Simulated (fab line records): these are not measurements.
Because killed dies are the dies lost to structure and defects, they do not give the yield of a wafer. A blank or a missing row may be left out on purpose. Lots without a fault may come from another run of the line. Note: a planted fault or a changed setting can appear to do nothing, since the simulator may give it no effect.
Matching of chambers || flow n5 finfet || N5_BEOL_M0_SAQP_DESCUM_19 on rie diel-01 has 4 sister chambers
The step chemistry O2, time 7.9 s. 16 wafers are shown with their chamber, then 7 later ones without.

## WAFERS, EACH WITH ITS CHAMBER
{"wafer": "L973.1", "chamber": 1, "showerhead plenum p Torr (Torr)": 2.06, "drypump motor current A (A)": 5.9, "throttle valve pct (%)": 20.33}
{"wafer": "L973.4", "chamber": 0, "showerhead plenum p Torr (Torr)": 2.22, "drypump motor current A (A)": 5.3, "throttle valve pct (%)": 20.40}
{"wafer": "L973.6", "chamber": 3, "showerhead plenum p Torr (Torr)": 2.16, "drypump motor current A (A)": 5.7, "throttle valve pct (%)": 20.30}
{"wafer": "L974.2", "chamber": 0, "showerhead plenum p Torr (Torr)": 2.22, "drypump motor current A (A)": 5.3, "throttle valve pct (%)": 20.42}
{"wafer": "L974.3", "chamber": 1, "showerhead plenum p Torr (Torr)": 2.06, "drypump motor current A (A)": 5.9, "throttle valve pct (%)": 20.34}
{"wafer": "L974.5", "chamber": 0, "showerhead plenum p Torr (Torr)": 2.22, "drypump motor current A (A)": 5.3, "throttle valve pct (%)": 20.41}
{"wafer": "L984.1", "chamber": 2, "showerhead plenum p Torr (Torr)": 2.08, "drypump motor current A (A)": 5.4, "throttle valve pct (%)": 20.56}
{"wafer": "L984.5", "chamber": 0, "showerhead plenum p Torr (Torr)": 2.22, "drypump motor current A (A)": 5.3, "throttle valve pct (%)": 20.43}
{"wafer": "L984.6", "chamber": 3, "showerhead plenum p Torr (Torr)": 2.15, "drypump motor current A (A)": 5.7, "throttle valve pct (%)": 20.32}
{"wafer": "L985.2", "chamber": 0, "showerhead plenum p Torr (Torr)": 2.22, "drypump motor current A (A)": 5.3, "throttle valve pct (%)": 20.45}
{"wafer": "L985.3", "chamber": 1, "showerhead plenum p Torr (Torr)": 2.06, "drypump motor current A (A)": 6.0, "throttle valve pct (%)": 19.85}
{"wafer": "L985.5", "chamber": 3, "showerhead plenum p Torr (Torr)": 2.15, "drypump motor current A (A)": 5.7, "throttle valve pct (%)": 20.31}
{"wafer": "L988.1", "chamber": 2, "showerhead plenum p Torr (Torr)": 2.08, "drypump motor current A (A)": 5.4, "throttle valve pct (%)": 20.59}
{"wafer": "L988.2", "chamber": 1, "showerhead plenum p Torr (Torr)": 2.06, "drypump motor current A (A)": 6.0, "throttle valve pct (%)": 19.85}
{"wafer": "L988.6", "chamber": 0, "showerhead plenum p Torr (Torr)": 2.21, "drypump motor current A (A)": 5.3, "throttle valve pct (%)": 20.44}
{"wafer": "L989.1", "chamber": 0, "showerhead plenum p Torr (Torr)": 2.21, "drypump motor current A (A)": 5.3, "throttle valve pct (%)": 20.45}

SIGNATURES, as means of the wafers listed above
{"reading": "showerhead plenum p Torr", "chamber 0": 2.2171, "chamber 1": 2.0600, "chamber 2": 2.0800, "chamber 3": 2.1533, "scatter within a chamber": 0.00418}
{"reading": "drypump motor current A", "chamber 0": 5.300, "chamber 1": 5.950, "chamber 2": 5.400, "chamber 3": 5.700, "scatter within a chamber": 0.0289}
{"reading": "throttle valve pct", "chamber 0": 20.4286, "chamber 1": 20.0925, "chamber 2": 20.5750, "chamber 3": 20.3100, "scatter within a chamber": 0.141}
Rule: for each reading, subtract the chamber's mean from the wafer's reading, divide by that reading's scatter and square the result; add these up over the readings and take the root, which gives the wafer's distance from the chamber. The wafer belongs to the nearest chamber; if the next one is less than 2 further off, it can't be placed. The scatter: the root of (the sum of the squares of (reading less its chamber's mean) over the shown wafers, divided by (wafers less chambers)).

## WAFERS WHOSE CHAMBER IS MISSING
{"wafer": "L989.2", "showerhead plenum p Torr (Torr)": 2.05, "drypump motor current A (A)": 5.9, "throttle valve pct (%)": 19.88}
{"wafer": "L989.4", "showerhead plenum p Torr (Torr)": 2.08, "drypump motor current A (A)": 5.5, "throttle valve pct (%)": 20.58}
{"wafer": "L992.1", "showerhead plenum p Torr (Torr)": 2.15, "drypump motor current A (A)": 5.7, "throttle valve pct (%)": 20.35}
{"wafer": "L992.6", "showerhead plenum p Torr (Torr)": 2.08, "drypump motor current A (A)": 5.4, "throttle valve pct (%)": 20.58}
{"wafer": "L994.1", "showerhead plenum p Torr (Torr)": 2.21, "drypump motor current A (A)": 5.3, "throttle valve pct (%)": 20.45}
{"wafer": "L994.2", "showerhead plenum p Torr (Torr)": 2.15, "drypump motor current A (A)": 5.7, "throttle valve pct (%)": 20.35}
{"wafer": "L994.5", "showerhead plenum p Torr (Torr)": 2.08, "drypump motor current A (A)": 5.4, "throttle valve pct (%)": 20.59}

## EACH ONE'S CHAMBER
{"wafer": "L989.2", "from the rows above": 1, "in truth": 1}
{"wafer": "L989.4", "from the rows above": 2, "in truth": 2}
{"wafer": "L992.1", "from the rows above": 3, "in truth": 3}
{"wafer": "L992.6", "from the rows above": 2, "in truth": 2}
{"wafer": "L994.1", "from the rows above": 0, "in truth": 0}
{"wafer": "L994.2", "from the rows above": 3, "in truth": 3}
{"wafer": "L994.5", "from the rows above": 2, "in truth": 2}
Placed correctly: 7 of 7. Left unplaced by these rows: 0. 0 placed wrongly.
